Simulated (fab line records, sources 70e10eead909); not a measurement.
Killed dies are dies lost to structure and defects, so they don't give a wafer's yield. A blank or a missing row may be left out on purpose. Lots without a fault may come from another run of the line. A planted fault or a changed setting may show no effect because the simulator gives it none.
Tool commonality check | flow nand_harc | 3 lots, 9 wafers sampled

WHY IT WAS OPENED
At NHARC_END_SORT_01 the reading killed_dies is flagged on 2 of 3 lots. Wafers without a fault read 57, standard deviation 16.
Rule: a lot is flagged when every wafer of it that has a number lies more than 4 standard deviations from that mean, or none has a number. The other lots count as sound.

lot  | measured     | on        | killed_dies, wafer by wafer | flag
L584 | day 26 23:50 | prober-02 | 677 677 677                 | FLAGGED
L583 | day 27 14:13 | prober-01 | 677 677 677                 | FLAGGED
L592 | day 30 01:46 | prober-02 | 38 28 30                    |
The numbers of the flagged lots are 677 on average: +620 against the usual, or +39 standard deviations.

WHICH TOOL RAN EACH LOT
The record holds 2 process steps before the reading, out of a route of 1302 steps. In each cell: the tool, then ch and the chambers that the sampled wafers went through, then the start.
lot  | flag    | NHARC_A_CHANNEL_HOLE_D1_ETCH_38    | NHARC_A_CHANNEL_HOLE_D1_ETCH_26
L584 | FLAGGED | rie_diel-04 ch 0,2,3, day 11 01:55 | har_etch-02 ch 0,1, day 11 09:06
L583 | FLAGGED | rie_diel-10 ch 0,1, day 11 00:58   | har_etch-01 ch 0, day 11 08:54
L592 |         | rie_diel-04 ch 2,3, day 14 13:13   | har_etch-01 ch 0,1, day 14 20:17
What these steps do:
- NHARC_A_CHANNEL_HOLE_D1_ETCH_38: etches the open film in CF4, target depth 39 nm, time 65 s.
- NHARC_A_CHANNEL_HOLE_D1_ETCH_26: etches the open film in C4F8/O2/Ar, time 224.1 s, target depth 300 nm.
- NHARC_END_SORT_01

FLAGGED OVER TOTAL, TOOL BY TOOL (the gauges that took the reading come last)
step                            | tool        | lots run | flagged | share of the flagged lots | sound lots run after its first flagged lot
NHARC_A_CHANNEL_HOLE_D1_ETCH_38 | rie_diel-04 | 2        | 1       | some                      | 1 (L592)
NHARC_A_CHANNEL_HOLE_D1_ETCH_38 | rie_diel-10 | 1        | 1       | some                      | 0
NHARC_A_CHANNEL_HOLE_D1_ETCH_26 | har_etch-01 | 2        | 1       | some                      | 1 (L592)
NHARC_A_CHANNEL_HOLE_D1_ETCH_26 | har_etch-02 | 1        | 1       | some                      | 0
NHARC_END_SORT_01               | prober-01   | 1        | 1       | some                      | 0
NHARC_END_SORT_01               | prober-02   | 2        | 1       | some                      | 1 (L592)

WHAT THE TABLE ALLOWS
No row of the table ran every flagged lot.

WHAT THE SIMULATOR HAD PUT IN
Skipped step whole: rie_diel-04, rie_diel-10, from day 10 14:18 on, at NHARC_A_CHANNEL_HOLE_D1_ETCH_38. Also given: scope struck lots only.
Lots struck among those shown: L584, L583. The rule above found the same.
